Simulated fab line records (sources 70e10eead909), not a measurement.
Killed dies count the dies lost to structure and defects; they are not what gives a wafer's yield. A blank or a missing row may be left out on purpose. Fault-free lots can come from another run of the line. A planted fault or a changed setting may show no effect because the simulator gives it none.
Matching of chambers -- flow nand_harc -- 4 sister chambers for NHARC_A_BLC_STRIP_29 on rie_diel-08
The step strips in CF4. 24 wafers are shown with their chamber, then 12 later ones without.

## WAFERS, EACH WITH ITS CHAMBER
wafer,chamber,drypump_motor_current_A (A),oes_product_au (a.u.),rf_vpp_V (V)
L077.3,3,6.3,1.001,59.5
L077.4,2,6.3,1.005,58.2
L077.6,3,6.3,1.001,59.2
L078.2,3,6.2,0.998,59.2
L078.3,0,5.9,0.997,60.2
L078.5,2,6.3,1.003,59.6
L076.2,2,6.3,0.994,59.2
L076.4,2,6.3,0.990,60.5
L076.5,3,6.3,0.999,58.7
L080.2,1,5.1,1.027,58.7
L080.4,3,6.3,1.012,60.5
L080.6,1,5.1,1.016,60.2
L081.1,2,6.3,1.003,59.1
L081.2,3,6.2,1.025,60.1
L081.4,0,5.9,0.992,60.9
L082.1,3,6.2,1.022,59.6
L082.3,2,6.3,1.008,60.8
L082.5,1,5.1,1.011,59.3
L083.1,1,5.1,1.012,59.8
L083.3,2,6.3,0.989,59.1
L083.5,1,5.1,1.003,59.4
L087.2,2,6.3,1.007,60.6
L087.4,0,5.9,0.997,59.4
L087.5,1,5.1,1.012,59.6

SIGNATURES (means of the wafers above)
reading,chamber 0,chamber 1,chamber 2,chamber 3,scatter within a chamber
drypump_motor_current_A,5.900,5.100,6.300,6.257,0.0293
oes_product_au,0.99533,1.01350,0.99987,1.00829,0.00871
rf_vpp_V,60.167,59.500,59.638,59.543,0.723
Rule: for a wafer and a chamber, the distance is found by dividing, reading by reading, the gap between the wafer's reading and the chamber's mean by the reading's scatter, squaring, summing and taking the root. If the next closest chamber is less than 2 further off than the closest, the wafer can't be placed; otherwise it belongs to the closest. The scatter: take each reading less its chamber's mean, square it, sum over the shown wafers, divide by the number of wafers less the number of chambers, and take the root.

## WAFERS MISSING THEIR CHAMBER
wafer,drypump_motor_current_A (A),oes_product_au (a.u.),rf_vpp_V (V)
L086.1,5.9,0.995,59.1
L086.4,6.3,1.001,60.0
L086.6,5.9,0.988,59.8
L093.1,5.1,1.002,59.1
L093.2,5.9,0.979,60.3
L093.6,5.9,0.986,57.7
L092.1,6.3,1.009,58.8
L092.3,5.9,0.993,60.4
L092.4,5.1,1.028,59.7
L095.1,5.9,0.991,59.7
L095.3,5.1,1.002,60.0
L095.6,5.9,1.001,58.4

## THE CHAMBER EACH PASSED THROUGH
wafer,from the rows above,in truth
L086.1,0,0
L086.4,can't be placed: 2 or 3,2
L086.6,0,0
L093.1,1,1
L093.2,0,0
L093.6,0,0
L092.1,can't be placed: 2 or 3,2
L092.3,0,0
L092.4,1,1
L095.1,0,0
L095.3,1,1
L095.6,0,0
10 of 12 placed correctly. Cannot be placed on the basis of these rows: 2; the candidates contain the true chamber in 2. Number placed wrongly: 0.
